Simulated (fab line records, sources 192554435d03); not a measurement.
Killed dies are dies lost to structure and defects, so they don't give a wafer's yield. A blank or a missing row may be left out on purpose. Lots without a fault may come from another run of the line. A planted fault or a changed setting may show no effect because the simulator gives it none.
Chamber matching | flow n5_finfet | N5_BEOL_M10_VIA_ETCH_34 on rie_diel-05: 4 sister chambers
The step etches SiCOH lowk in C4F6/O2, target depth 184.5 nm, time 69.2 s. 8 wafers are shown with their chamber, then 7 later ones without.

WAFERS WITH THEIR CHAMBER
wafer  | chamber | rf_vpp_V (V) | showerhead_plenum_p_Torr (Torr)
L075.4 | 2       | 673          | 2.86
L083.4 | 2       | 673          | 2.85
L086.1 | 1       | 718          | 2.95
L087.3 | 1       | 718          | 2.95
L087.5 | 3       | 694          | 2.82
L087.6 | 0       | 648          | 2.83
L092.2 | 3       | 693          | 2.81
L092.4 | 0       | 648          | 2.82

WAFERS WITHOUT THEIR CHAMBER
wafer  | rf_vpp_V (V) | showerhead_plenum_p_Torr (Torr)
L092.5 | 693          | 2.81
L094.2 | 717          | 2.95
L094.4 | 717          | 2.95
L094.5 | 692          | 2.81
L095.2 | 672          | 2.84
L095.5 | 672          | 2.84
L095.6 | 693          | 2.81

WHICH CHAMBER EACH WENT THROUGH
wafer  | from the rows above | in truth
L092.5 | 3                   | 3
L094.2 | 1                   | 1
L094.4 | 1                   | 1
L094.5 | 3                   | 3
L095.2 | 2                   | 2
L095.5 | 2                   | 2
L095.6 | 3                   | 3
Placed correctly: 7 of 7. Can't be placed from these rows: 0. Placed wrongly: 0.
How it was worked out, from the rows above alone: a wafer's distance from a chamber is the root of the sum, over the readings, of the square of ((its reading less the chamber's mean) divided by the reading's scatter). The wafer belongs to the nearest chamber; if the next one is less than 2 further off, it can't be placed. A chamber's mean is the mean of its shown wafers. The scatter: the root of (the sum of the squares of (reading less its chamber's mean) over the shown wafers, divided by (wafers less chambers)).
